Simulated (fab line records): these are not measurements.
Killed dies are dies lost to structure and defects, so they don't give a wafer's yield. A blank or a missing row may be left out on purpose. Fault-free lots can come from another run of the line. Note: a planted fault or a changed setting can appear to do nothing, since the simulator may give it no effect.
A struck lot beside a sound one | flow n5_finfet | 15 out of 1938 route steps
Sound: the wafers L828.2, L828.3, L828.5. Struck: wafer L842.2; the same lot's L842.4 was not struck, so it is left out; see the end for the cause.
Each step with rows lists, per side, the tool, then ch with its chambers, then its first start. Under that, the readings that differ: sound wafers | struck wafers | difference of the means | sigmas: that difference in standard deviations of wafers without a fault.
alike: readings whose means differ by less than 2 such deviations, and words and numbers that are the same on both sides. not compared: withheld readings, readings that some wafer has no value for, bounds like >300 that may hide the same value, and numbers for which the record gives no deviation and whose values overlap.
Wherever a step has rows on one side only, a row that says differs or no value, or a row with sigmas, the two part there. Numbers that don't overlap but have no deviation are shown without sigmas and don't part them. Lack of a reading on every wafer of one side parts them only where that side has two or more wafers.

first, 2 steps without rows for these wafers: N5_FIN_CUT_STRIP_31 (strips in N2/H2); N5_FIN_CUT_STRIP_24 (strips in CF4).
N5_FIN_CUT_CUT_ETCH_26: etches SiNx in CH3F/O2, target depth 39 nm, time 55.7 s.
  sound on rie_diel-03 ch 0,1,2, day 2 22:47; struck on rie_diel-01 ch 3, day 6 10:19
  alike: drypump_motor_current_A, oes_product_au, rf_vpp_V, showerhead_plenum_p_Torr, throttle_valve_pct
  not compared: rf_hours_counter_h
N5_FIN_CUT_CUT_ETCH_27: etches SiO2 in CHF3/O2, target depth 4 nm, overetch 2 nm, time 4.9 s.
  sound on rie_diel-03 ch 0,1,2, day 2 22:50; struck on rie_diel-01 ch 3, day 6 10:22
  alike: drypump_motor_current_A, oes_product_au, rf_vpp_V, showerhead_plenum_p_Torr, throttle_valve_pct
  not compared: rf_hours_counter_h
then, 1 step without rows for these wafers: N5_FIN_CUT_PRECLEAN_35 (cleans in vHF, time 13.3 s).
N5_FIN_CUT_CUT_ETCH_15: etches Si in HBr/Cl2/O2, target depth 100 nm, bt time 10 s, time 42.4 s.
  sound on rie_si-03 ch 0,1,3, day 2 22:59; struck on rie_si-03 ch 1, day 6 10:31
  alike: drypump_motor_current_A, oes_product_au, throttle_valve_pct
  not compared: rf_hours_counter_h
N5_FIN_CUT_CUT_ETCH_28: etches Si in HBr/Cl2/O2, target depth 6 nm, time 2.4 s.
  sound on rie_si-03 ch 0,1,3, day 2 23:02; struck on rie_si-03 ch 1, day 6 10:34
  alike: drypump_motor_current_A, oes_product_au, throttle_valve_pct
  not compared: rf_hours_counter_h
N5_FIN_CUT_STRIP_22: strips in N2/H2.
  sound on rie_diel-01 ch 0,3, day 2 23:09; struck on rie_diel-01 ch 3, day 6 10:38
  alike: drypump_motor_current_A, n2_flow_sccm, oes_product_au, rf_vpp_V, showerhead_plenum_p_Torr, throttle_valve_pct
  not compared: rf_hours_counter_h
then, 3 steps without rows for these wafers: N5_FIN_CUT_PRECLEAN_36 (cleans in O3/DIW, time 60 s); N5_FIN_CUT_SRD_32 (time 30 s); N5_FIN_CUT_UV_OZONE_34 (time 120 s).
N5_FIN_CUT_INSPECT_17: inspects for defects (brightfield).
  sound: defect_inspect-01 at day 2 23:19; struck: defect_inspect-01 at day 6 10:49
  alike: raw_defect_count
N5_STI_FIN_REVEAL_ALD_00: deposits SiO2, target thk 1 nm, pulse time 1 s.
  sound on ald_sin-02 ch 0,1, day 2 23:21; struck on ald_sin-04 ch 3, day 6 11:01
  reading                                         | sound             | struck | difference | sigmas
  precursor_pulse_height_rel                      | 0.972 1.024 1.008 | 0.953  | -0.048     | -2
  model.SiO2_of_STI_FIN_REVEAL_ALD_00.thk_nm (nm) | 1 1 1             | 1.6    | +0.6       |
  alike: heater_power_w
then, 1 step without rows for these wafers: N5_STI_FIN_REVEAL_ALD_14 (deposits Si3N4, target thk 3 nm).
N5_PASSIVATION_PROBE_49:
  the record has rows for the sound wafers here (prober-01, day 13 14:55) and none for the struck ones

== WHERE THEY PART ==
At N5_STI_FIN_REVEAL_ALD_00 first; at N5_PASSIVATION_PROBE_49 last (within this record only).

WHY: what the simulator had put in
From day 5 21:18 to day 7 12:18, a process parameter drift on ald_sin-04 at N5_STI_FIN_REVEAL_ALD_00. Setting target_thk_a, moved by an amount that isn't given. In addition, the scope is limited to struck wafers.
